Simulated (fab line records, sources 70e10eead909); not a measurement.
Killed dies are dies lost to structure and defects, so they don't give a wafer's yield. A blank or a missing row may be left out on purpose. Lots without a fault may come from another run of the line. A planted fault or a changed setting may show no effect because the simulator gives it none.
Which tool did it? | flow nand_harc | 11 lots, 33 wafers sampled, at 3 steps of a route of 1159

WHAT THE GAUGES READ, wafer by wafer
NHARC_A_M0_INSPECT_11.
lot  | measured     | on                | raw_defect_count
L240 | day 17 21:13 | defect_inspect-02 | 22 9 15
L245 | day 17 23:44 | defect_inspect-02 | 17 22 16
L247 | day 19 01:02 | defect_inspect-02 | 38 34 29
L250 | day 20 00:44 | defect_inspect-02 | 33 30 30
L251 | day 20 16:01 | defect_inspect-01 | 29 19 30
L253 | day 21 00:10 | defect_inspect-02 | 527 34 514
L256 | day 21 15:11 | defect_inspect-02 | 29 27 23
L255 | day 21 15:38 | defect_inspect-01 | 494 44 35
L258 | day 22 10:50 | defect_inspect-02 | 16 26 31
L260 | day 22 11:07 | defect_inspect-02 | 25 17 23
L261 | day 22 14:35 | defect_inspect-02 | 39 34 30

WHICH TOOL RAN EACH LOT (tool, then ch and the chambers of the sampled wafers, then the start)
lot  | NHARC_A_BLC_DEGAS_30         | NHARC_A_M0_DEP_00
L240 | pvd_sputter-01, day 17 18:43 | pecvd-02 ch 0,1,2, day 17 20:15
L245 | pvd_sputter-01, day 17 21:17 | pecvd-02 ch 0,2, day 17 22:53
L247 | pvd_sputter-03, day 18 19:36 | pecvd-02 ch 1,2, day 19 00:04
L250 | pvd_sputter-03, day 19 17:57 | pecvd-02 ch 1,2, day 19 23:51
L251 | pvd_sputter-02, day 20 11:58 | pecvd-02 ch 0,1,2, day 20 15:10
L253 | pvd_sputter-02, day 20 19:19 | pecvd-02 ch 0,1, day 20 23:11
L256 | pvd_sputter-01, day 21 12:28 | pecvd-03 ch 0,1,2, day 21 14:22
L255 | pvd_sputter-01, day 21 13:21 | pecvd-02 ch 0,2, day 21 14:50
L258 | pvd_sputter-02, day 22 02:40 | pecvd-03 ch 1,2, day 22 10:05
L260 | pvd_sputter-02, day 22 02:51 | pecvd-01 ch 0,2, day 22 10:16
L261 | pvd_sputter-02, day 22 12:05 | pecvd-03 ch 0,1,2, day 22 13:48
- NHARC_A_BLC_DEGAS_30: time 60 s.
- NHARC_A_M0_DEP_00: deposits SiOC, target thk 150 nm.

THE ANSWER, worked out from the rows above alone
Rule: what is usual is taken from the lots themselves. Put in order of their means at a reading, lots are off if they are a third of the lots or fewer, leave a main group of 4 or more, and stand apart from it by a gap of 3 or more times the standard deviation of the main group's means; of several such gaps the widest counts. A main group whose means are all the same, to the digits that the tables above print for the reading, isn't used. A lot without any number at a reading at which 4 lots or more have one is off too. The other lots that the step has rows for count as sound.
Off: L253, L255, at NHARC_A_M0_INSPECT_11 (raw_defect_count). The main group: mean 26, standard deviation 6.2.
A tool fits if, at a process step before that reading, it ran every lot that is off, and no sound lot after the first of them. The gauges at NHARC_A_M0_INSPECT_11 are tried like those tools. One fits: pecvd-02 at NHARC_A_M0_DEP_00. Its last sound lot is L251 (day 20 15:10), its first lot that is off L253 (day 20 23:11): a fault that began between those two fits.

WHAT THE SIMULATOR HAD PUT IN
Chamber particle source: pecvd-02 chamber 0, from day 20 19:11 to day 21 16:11, at NHARC_A_M0_DEP_00. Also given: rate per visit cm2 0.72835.
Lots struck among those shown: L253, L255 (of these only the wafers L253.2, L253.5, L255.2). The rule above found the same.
